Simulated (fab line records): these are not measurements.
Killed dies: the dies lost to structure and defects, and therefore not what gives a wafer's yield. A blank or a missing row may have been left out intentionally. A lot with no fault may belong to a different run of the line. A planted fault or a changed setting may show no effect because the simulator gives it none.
What tool caused it? :: flow nandHarc :: 13 lots, 39 wafers sampled, at 5 steps of a route of 1302

== WHAT EACH GAUGE READ, for each wafer ==
NHARC_A_BONDPAD_THK_MEAS_30: measures by ellipsometry. Usual: thkNm reads 200.2 nm (standard deviation 1.4).
lot: L193
measured: day 22 18:13
on: filmMetro-02
thkNm (nm): 198.5 200.8 197.8
flag: 

lot: L194
measured: day 23 11:13
on: filmMetro-02
thkNm (nm): 199.7 200.3 197.7
flag: 

lot: L195
measured: day 23 14:06
on: filmMetro-02
thkNm (nm): 200.8 201.7 200.7
flag: 

lot: L197
measured: day 24 10:35
on: filmMetro-01
thkNm (nm): 202.1 202.4 203.7
flag: 

lot: L199
measured: day 25 00:09
on: filmMetro-02
thkNm (nm): 201.0 204.1 198.8
flag: 

lot: L200
measured: day 25 15:13
on: filmMetro-02
thkNm (nm): 200.0 200.8 201.0
flag: 

lot: L202
measured: day 26 19:15
on: filmMetro-02
thkNm (nm): 202.1 199.2 199.4
flag: 

lot: L210
measured: day 29 14:05
on: filmMetro-02
thkNm (nm): 199.9 200.4 201.4
flag: 

lot: L211
measured: day 31 03:40
on: filmMetro-01
thkNm (nm): 200.1 201.3 198.8
flag: 

lot: L212
measured: day 31 04:54
on: filmMetro-02
thkNm (nm): 199.8 201.0 201.5
flag: 

lot: L216
measured: day 32 08:13
on: filmMetro-02
thkNm (nm): 197.9 198.1 198.6
flag: 

NHARC_END_SORT_01. Usual: killedAtArray 60, standard deviation 21; killedAtOther 1.0, standard deviation 1.2; killedAtPeriphery 4.2, standard deviation 2.8; killedDies 65, standard deviation 20; killedOpen 3.1, standard deviation 1.8; killedShort 2.6, standard deviation 1.6.
lot: L201
measured: day 28 08:25
on: prober-01
killedAtArray: 669 676 674
killedAtOther: 6 0 1
killedAtPeriphery: 2 1 2
killedDies: 677 677 677
killedOpen: 6 5 3
killedShort: 2 1 3
flag: OFF

lot: L203
measured: day 28 00:35
on: prober-02
killedAtArray: 672 674 673
killedAtOther: 1 1 2
killedAtPeriphery: 4 2 2
killedDies: 677 677 677
killedOpen: 1 3 5
killedShort: 2 5 2
flag: OFF

== WHICH TOOL RAN EACH LOT (tool, then ch and the chambers of the sampled wafers, then the start) ==
lot: L193
NHARC_A_CHANNEL_HOLE_D2_DEP_00: aclDep-01 ch 0, day 12 18:38
NHARC_A_BONDPAD_DEP_00: pecvd-04 ch 0,1,2, day 22 17:32
NHARC_A_BONDPAD_ETCH_12: rieDiel-09 ch 1,2,3, no start

lot: L194
NHARC_A_CHANNEL_HOLE_D2_DEP_00: aclDep-01 ch 0, day 13 14:18
NHARC_A_BONDPAD_DEP_00: pecvd-02 ch 0,1,2, day 23 10:36
NHARC_A_BONDPAD_ETCH_12: rieDiel-10 ch 0,2,3, no start

lot: L195
NHARC_A_CHANNEL_HOLE_D2_DEP_00: aclDep-02 ch 0, day 13 14:41
NHARC_A_BONDPAD_DEP_00: pecvd-04 ch 0,1,2, day 23 13:35
NHARC_A_BONDPAD_ETCH_12: rieDiel-10 ch 0,3, no start

lot: L197
NHARC_A_CHANNEL_HOLE_D2_DEP_00: aclDep-02 ch 0, day 14 18:19
NHARC_A_BONDPAD_DEP_00: pecvd-02 ch 1,2, day 24 10:01
NHARC_A_BONDPAD_ETCH_12: rieDiel-10 ch 1,2, no start

lot: L199
NHARC_A_CHANNEL_HOLE_D2_DEP_00: aclDep-02 ch 0, day 15 04:56
NHARC_A_BONDPAD_DEP_00: pecvd-04 ch 0,1,2, day 24 23:32
NHARC_A_BONDPAD_ETCH_12: rieDiel-10 ch 1,2, no start

lot: L200
NHARC_A_CHANNEL_HOLE_D2_DEP_00: aclDep-02 ch 0, day 15 21:47
NHARC_A_BONDPAD_DEP_00: pecvd-01 ch 0,1,2, day 25 15:13 or earlier
NHARC_A_BONDPAD_ETCH_12: rieDiel-09 ch 0,3, no start

lot: L201
NHARC_A_CHANNEL_HOLE_D2_DEP_00: aclDep-02 ch 0, day 16 16:12
NHARC_A_BONDPAD_DEP_00: -
NHARC_A_BONDPAD_ETCH_12: -

lot: L203
NHARC_A_CHANNEL_HOLE_D2_DEP_00: aclDep-02 ch 0, day 17 03:28
NHARC_A_BONDPAD_DEP_00: -
NHARC_A_BONDPAD_ETCH_12: -

lot: L202
NHARC_A_CHANNEL_HOLE_D2_DEP_00: aclDep-01 ch 0, day 17 04:43
NHARC_A_BONDPAD_DEP_00: pecvd-04 ch 1,2, day 26 18:35
NHARC_A_BONDPAD_ETCH_12: rieDiel-10 ch 0,1,2, no start

lot: L210
NHARC_A_CHANNEL_HOLE_D2_DEP_00: aclDep-03 ch 0, day 19 20:32
NHARC_A_BONDPAD_DEP_00: pecvd-02 ch 0,1,2, day 29 13:26
NHARC_A_BONDPAD_ETCH_12: rieDiel-09 ch 0,1,3, no start

lot: L211
NHARC_A_CHANNEL_HOLE_D2_DEP_00: aclDep-03 ch 0, day 20 14:37
NHARC_A_BONDPAD_DEP_00: pecvd-04 ch 0,1,2, day 31 03:08
NHARC_A_BONDPAD_ETCH_12: rieDiel-10 ch 0,1,3, no start

lot: L212
NHARC_A_CHANNEL_HOLE_D2_DEP_00: aclDep-02 ch 0, day 20 20:13
NHARC_A_BONDPAD_DEP_00: pecvd-01 ch 0,1,2, day 31 04:22
NHARC_A_BONDPAD_ETCH_12: rieDiel-10 ch 0,1,2, no start

lot: L216
NHARC_A_CHANNEL_HOLE_D2_DEP_00: aclDep-02 ch 0, day 22 19:55
NHARC_A_BONDPAD_DEP_00: pecvd-04 ch 1,2, day 32 07:34
NHARC_A_BONDPAD_ETCH_12: rieDiel-09 ch 1,2,3, no start
- NHARC_A_CHANNEL_HOLE_D2_DEP_00: deposits aC, target thk 3100 nm.
- NHARC_A_BONDPAD_DEP_00: deposits SiCN, target thk 250 nm.
- NHARC_A_BONDPAD_ETCH_12: etches the open film in CHF3/O2, target depth 220 nm, time 110 s.

== WHAT THE TOOLS THEMSELVES READ (means of the sampled wafers that have a number; where no wafer has one, the mark that the record gives instead) ==
NHARC_A_CHANNEL_HOLE_D2_DEP_00. Usual: throttleValvePct reads 35.000 % (standard deviation 0.0086).
lot: L193
tool: aclDep-01
throttleValvePct (%): 34.987
flag: 

lot: L194
tool: aclDep-01
throttleValvePct (%): 35.005
flag: 

lot: L195
tool: aclDep-02
throttleValvePct (%): 35.001
flag: 

lot: L197
tool: aclDep-02
throttleValvePct (%): 35.001
flag: 

lot: L199
tool: aclDep-02
throttleValvePct (%): 34.998
flag: 

lot: L200
tool: aclDep-02
throttleValvePct (%): 34.988
flag: 

lot: L201
tool: aclDep-02
throttleValvePct (%): 34.997
flag: 

lot: L203
tool: aclDep-02
throttleValvePct (%): 35.003
flag: 

lot: L202
tool: aclDep-01
throttleValvePct (%): 34.999
flag: 

lot: L210
tool: aclDep-03
throttleValvePct (%): 34.999
flag: 

lot: L211
tool: aclDep-03
throttleValvePct (%): 34.993
flag: 

lot: L212
tool: aclDep-02
throttleValvePct (%): 35.001
flag: 

lot: L216
tool: aclDep-02
throttleValvePct (%): 35.000
flag: 

NHARC_A_BONDPAD_DEP_00. Usual: chamberPressureTorr 2.999 Torr, standard deviation 0.0064; heaterPowerW 542 W, standard deviation 60.
lot: L193
tool: pecvd-04
chamberPressureTorr (Torr): 2.996
heaterPowerW (W): 562
flag: 

lot: L194
tool: pecvd-02
chamberPressureTorr (Torr): 3.001
heaterPowerW (W): 573
flag: 

lot: L195
tool: pecvd-04
chamberPressureTorr (Torr): 2.998
heaterPowerW (W): 525
flag: 

lot: L197
tool: pecvd-02
chamberPressureTorr (Torr): 2.999
heaterPowerW (W): 557
flag: 

lot: L199
tool: pecvd-04
chamberPressureTorr (Torr): 2.998
heaterPowerW (W): 530
flag: 

lot: L200
tool: pecvd-01
chamberPressureTorr (Torr): 3.007
heaterPowerW (W): 484
flag: 

lot: L202
tool: pecvd-04
chamberPressureTorr (Torr): 2.997
heaterPowerW (W): 545
flag: 

lot: L210
tool: pecvd-02
chamberPressureTorr (Torr): 2.997
heaterPowerW (W): 600
flag: 

lot: L211
tool: pecvd-04
chamberPressureTorr (Torr): 2.991
heaterPowerW (W): 516
flag: 

lot: L212
tool: pecvd-01
chamberPressureTorr (Torr): 2.994
heaterPowerW (W): 506
flag: 

lot: L216
tool: pecvd-04
chamberPressureTorr (Torr): 2.993
heaterPowerW (W): 565
flag: 

NHARC_A_BONDPAD_ETCH_12. Usual: drypumpMotorCurrentA 5.7 A, standard deviation 0.62; oesProductAu 0.946 a.u., standard deviation 0.023; rfVppV 372.1 V, standard deviation 2.1; showerheadPlenumPTorr 2.47 Torr, standard deviation 0.096; throttleValvePct 20.573 %, standard deviation 0.0089.
lot: L193
tool: rieDiel-09
drypumpMotorCurrentA (A): 5.7
oesProductAu (a.u.): 0.963
rfVppV (V): 370.1
showerheadPlenumPTorr (Torr): 2.39
throttleValvePct (%): 20.577
flag: 

lot: L194
tool: rieDiel-10
drypumpMotorCurrentA (A): 6.0
oesProductAu (a.u.): 0.969
rfVppV (V): 372.8
showerheadPlenumPTorr (Torr): 2.47
throttleValvePct (%): 20.571
flag: 

lot: L195
tool: rieDiel-10
drypumpMotorCurrentA (A): 6.2
oesProductAu (a.u.): 0.963
rfVppV (V): 372.0
showerheadPlenumPTorr (Torr): 2.42
throttleValvePct (%): 20.569
flag: 

lot: L197
tool: rieDiel-10
drypumpMotorCurrentA (A): 5.7
oesProductAu (a.u.): 0.965
rfVppV (V): 372.5
showerheadPlenumPTorr (Torr): 2.53
throttleValvePct (%): 20.572
flag: 

lot: L199
tool: rieDiel-10
drypumpMotorCurrentA (A): 5.7
oesProductAu (a.u.): 0.922
rfVppV (V): 373.6
showerheadPlenumPTorr (Torr): 2.53
throttleValvePct (%): 20.574
flag: 

lot: L200
tool: rieDiel-09
drypumpMotorCurrentA (A): 6.1
oesProductAu (a.u.): 0.919
rfVppV (V): 372.1
showerheadPlenumPTorr (Torr): 2.48
throttleValvePct (%): 20.569
flag: 

lot: L202
tool: rieDiel-10
drypumpMotorCurrentA (A): 5.8
oesProductAu (a.u.): 0.969
rfVppV (V): 372.1
showerheadPlenumPTorr (Torr): 2.47
throttleValvePct (%): 20.574
flag: 

lot: L210
tool: rieDiel-09
drypumpMotorCurrentA (A): 6.1
oesProductAu (a.u.): 0.970
rfVppV (V): 371.5
showerheadPlenumPTorr (Torr): 2.43
throttleValvePct (%): 20.576
flag: 

lot: L211
tool: rieDiel-10
drypumpMotorCurrentA (A): 5.6
oesProductAu (a.u.): 0.923
rfVppV (V): 372.2
showerheadPlenumPTorr (Torr): 2.50
throttleValvePct (%): 20.573
flag: 

lot: L212
tool: rieDiel-10
drypumpMotorCurrentA (A): 5.8
oesProductAu (a.u.): 0.969
rfVppV (V): 372.8
showerheadPlenumPTorr (Torr): 2.47
throttleValvePct (%): 20.574
flag: 

lot: L216
tool: rieDiel-09
drypumpMotorCurrentA (A): 5.7
oesProductAu (a.u.): 0.919
rfVppV (V): 370.5
showerheadPlenumPTorr (Torr): 2.38
throttleValvePct (%): 20.566
flag: 

== THE ANSWER, worked out from the rows above alone ==
Rule: a lot is off if the mean of its wafers that have a number lies more than 3 standard deviations from the usual mean. A lot without any number at a reading at which 4 lots or more have one is off too. Any other lot the step has rows for is counted as sound. The gauges are gone through in route order, then the tools' own readings, and for those a lot's mean is taken as printed above. At the first step where some lot is off, the reading lying furthest off is the one used; lots without a number count as furthest.
Off at NHARC_END_SORT_01 (killedDies): L201, L203. Neither off nor sound, because the step has no rows for them: L193, L194, L195, L197, L199, L200, L202, L210, L211, L212, L216.
If a tool, at a process step before that reading, ran all the lots that are off and no sound lot after the first of them, it fits. Those tools and the gauges at NHARC_END_SORT_01 are tried in the same way. One fits: NHARC_A_CHANNEL_HOLE_D2_DEP_00 on aclDep-02. It ran no sound lot before its first lot that is off in this sample, so the start can't be narrowed down.

== WHAT WAS PUT IN BY THE SIMULATOR ==
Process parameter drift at NHARC_A_CHANNEL_HOLE_D2_DEP_00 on aclDep-02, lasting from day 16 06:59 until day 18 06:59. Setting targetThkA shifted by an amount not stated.
Shown lots that were struck: L203, L201. Same finding as the rule above.
